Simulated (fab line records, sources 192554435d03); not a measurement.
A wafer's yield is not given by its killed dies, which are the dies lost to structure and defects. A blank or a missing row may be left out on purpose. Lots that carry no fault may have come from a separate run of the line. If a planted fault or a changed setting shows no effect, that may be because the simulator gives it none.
Split-lot experiment | flow n5 finfet | 21 wafers read across 7 lots, on a route 1938 steps long

== SPLIT DETAILS ==
At N5_MIM_TOP_SPUTTER_03 (material TiN, target thk 35 nm, time 89.7 s), the setting power w was moved away from the recipe's 3000 W on 9 of the 21 wafers read, by -13.4% to +16.9%. For the rest of the wafers, this setting stayed at what the recipe calls for.

Reading taken at the split's own step.

== THE READING ==
TiN_of_MIM_TOP_SPUTTER_03.thk nm (the simulator's own value, which no gauge read), in nm, at N5_MIM_TOP_SPUTTER_03 (material TiN, target thk 35 nm, time 89.7 s). There is no usual value for it anywhere in the file. Across the 12 wafers here that went through the recipe, the average is 35.2 nm and the standard deviation 0.48 nm.

wafer  | tool, chamber at the split | power w as run, W | against the recipe | TiN_of_MIM_TOP_SPUTTER_03.thk nm, nm | against lot-mates on the recipe
L074.2 | pvd sputter-03, -          | 3000              | recipe             | 33.8                                 | -
L074.4 | pvd sputter-03, -          | 3356              | +11.9%             | 39.2                                 | +5.4
L074.6 | pvd sputter-03, -          | 3356              | +11.9%             | 38.8                                 | +5.0
L084.3 | pvd sputter-02, -          | 3000              | recipe             | 35.4                                 | -
L084.4 | pvd sputter-02, -          | 3398              | +13.3%             | 39.6                                 | +4.3
L084.5 | pvd sputter-02, -          | 3000              | recipe             | 35.2                                 | -
L085.1 | pvd sputter-02, -          | 3244              | +8.1%              | 37.4                                 | +2.6
L085.3 | pvd sputter-02, -          | 3000              | recipe             | 34.8                                 | -
L085.4 | pvd sputter-02, -          | 3244              | +8.1%              | 38                                   | +3.2
L086.2 | pvd sputter-01, -          | 3507              | +16.9%             | 41.2                                 | no lot-mate on the recipe
L086.6 | pvd sputter-01, -          | 3507              | +16.9%             | 41.2                                 | no lot-mate on the recipe
L086.5 | pvd sputter-01, -          | 3507              | +16.9%             | 41.4                                 | no lot-mate on the recipe
L089.2 | pvd sputter-01, -          | 3000              | recipe             | 35.6                                 | -
L089.5 | pvd sputter-01, -          | 3000              | recipe             | 35.6                                 | -
L089.6 | pvd sputter-01, -          | 3000              | recipe             | 35.4                                 | -
L090.1 | pvd sputter-02, -          | 3000              | recipe             | 35                                   | -
L090.2 | pvd sputter-02, -          | 2599              | -13.4%             | 31                                   | -4.1
L090.6 | pvd sputter-02, -          | 3000              | recipe             | 35.2                                 | -
L093.1 | pvd sputter-01, -          | 3000              | recipe             | 35.6                                 | -
L093.2 | pvd sputter-01, -          | 3000              | recipe             | 35.2                                 | -
L093.5 | pvd sputter-01, -          | 3000              | recipe             | 35.4                                 | -

THE FIT
A straight line over all 21 wafers: TiN_of_MIM_TOP_SPUTTER_03.thk nm changes by +0.34 nm for each +1% of power w; r = +0.99; the points scatter about the line by 0.44 nm.
The same after taking each lot's own level away (the mean of its wafers on the recipe; 18 wafers): +0.362 nm for each +1%; r = +0.99; scatter 0.41 nm.
That fit puts the effect of the largest move of power w on the reading at 6.1 nm.
The lots' own levels span 33.80 to 35.53 nm, that is 3.6 times the standard deviation above.
The two slopes agree, so the slope changes little with the lot-to-lot level.
Check: -5.17 nm against its lot-mates is what the line predicts for one of the wafers moved furthest among these (-13.4%) when that wafer is left out of the fit. It came out at -4.1 nm against them.

== OTHER SPLITS ON THESE WAFERS ==
Note: prior to the reading, these wafers also went through further splits. Each is held against what the fit with the lots' levels taken away leaves over:
other split on the same wafers        | wafers away from the commonest value | r with TiN_of_MIM_TOP_SPUTTER_03.thk nm (lot level and that fit taken away)
N5_BEOL_M14_DEVELOP_27 develop time s | 7                                    | -0.08
N5_BEOL_M15_ILD_DEP_00 time s         | 7                                    | -0.25
N5_BEOL_M15_COAT_04 spin rpm          | 1                                    | +0.63

== FILE'S OWN FIT ==
TiN_of_MIM_TOP_SPUTTER_03.thk nm changes by +0.351 nm for each +1% of power w, r = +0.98.
